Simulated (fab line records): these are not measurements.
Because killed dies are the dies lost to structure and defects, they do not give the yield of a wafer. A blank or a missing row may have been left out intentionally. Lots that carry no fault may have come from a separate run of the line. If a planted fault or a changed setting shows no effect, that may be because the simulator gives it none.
Matching of chambers -- flow nandHarc -- NHARC_P_BONDPAD_DESCUM_11 on rieDiel-02: 4 sister chambers
The step chemistry O2, time 3 s. 39 wafers are shown with their chamber, then 12 later ones without.

== WAFERS, EACH WITH ITS CHAMBER ==
wafer,chamber,drypumpMotorCurrentA (A),showerheadPlenumPTorr (Torr),oesProductAu (a.u.)
L075.2,0,5.0,1.81,0.997
L075.3,3,6.6,1.97,0.991
L075.5,0,5.0,1.81,1.001
L076.2,0,5.0,1.81,1.002
L076.4,1,5.2,1.99,1.006
L076.5,2,6.2,2.03,1.006
L077.3,2,6.2,2.03,0.999
L077.4,3,6.6,1.97,0.986
L077.6,2,6.2,2.03,1.000
L079.2,3,6.6,1.97,0.992
L079.3,0,5.0,1.81,1.002
L079.6,3,6.6,1.97,0.990
L080.2,2,6.2,2.03,0.998
L080.4,1,5.2,2.00,1.001
L080.6,3,6.6,1.97,0.990
L081.1,0,5.0,1.81,1.004
L081.2,1,5.2,1.99,0.998
L081.4,3,6.6,1.97,1.000
L083.1,1,5.2,1.99,1.011
L083.3,0,5.0,1.81,1.007
L083.5,3,6.7,1.97,0.989
L084.1,3,6.6,1.97,0.983
L084.2,0,5.0,1.81,1.002
L084.6,3,6.6,1.97,0.986
L082.1,3,6.6,1.97,0.994
L082.3,0,5.0,1.81,1.009
L082.5,0,5.0,1.81,1.009
L085.1,2,6.2,2.03,1.006
L085.4,1,5.2,1.99,1.000
L085.5,3,6.6,1.97,1.009
L087.2,3,6.6,1.97,0.991
L087.4,1,5.2,1.99,1.003
L087.5,3,6.6,1.97,0.993
L086.1,1,5.2,1.99,1.003
L086.4,2,6.2,2.03,0.993
L086.6,3,6.6,1.97,0.999
L088.2,1,5.2,1.99,1.000
L088.3,3,6.6,1.96,0.991
L088.6,2,6.2,2.03,1.003

SIGNATURES (averages over the wafers above)
reading,chamber 0,chamber 1,chamber 2,chamber 3,scatter within a chamber
drypumpMotorCurrentA,5.000,5.200,6.200,6.607,0.0163
showerheadPlenumPTorr,1.8100,1.9912,2.0300,1.9693,0.00227
oesProductAu,1.00367,1.00275,1.00071,0.99227,0.00523
Rule: a wafer lies at a distance from a chamber equal to the root of the sum of squares, over the readings, of (its reading less the chamber's mean, divided by the reading's scatter). The wafer belongs to the nearest chamber; if the next one is less than 2 further off, it can't be placed. How the scatter is found: for the shown wafers, subtract from each reading the mean of its chamber, square and add these, divide the total by (wafers less chambers), then take the root.

== WAFERS WHOSE CHAMBER IS MISSING ==
wafer,drypumpMotorCurrentA (A),showerheadPlenumPTorr (Torr),oesProductAu (a.u.)
L089.1,6.6,1.96,0.992
L089.2,6.2,2.03,1.007
L089.5,6.2,2.03,1.014
L090.1,5.3,1.99,1.006
L090.3,6.6,1.96,0.999
L090.6,5.2,1.99,1.015
L092.1,6.2,2.03,1.001
L092.3,5.2,1.99,1.018
L092.4,5.0,1.81,1.012
L094.1,6.2,2.03,1.003
L094.4,5.2,1.99,1.016
L094.6,5.0,1.81,1.011

== EACH ONE'S CHAMBER ==
wafer,from the rows above,in truth
L089.1,3,3
L089.2,2,2
L089.5,2,2
L090.1,1,1
L090.3,3,3
L090.6,1,1
L092.1,2,2
L092.3,1,1
L092.4,0,0
L094.1,2,2
L094.4,1,1
L094.6,0,0
Correct placement for 12 of the 12. Not placeable from these rows: 0. Placed wrongly: 0.
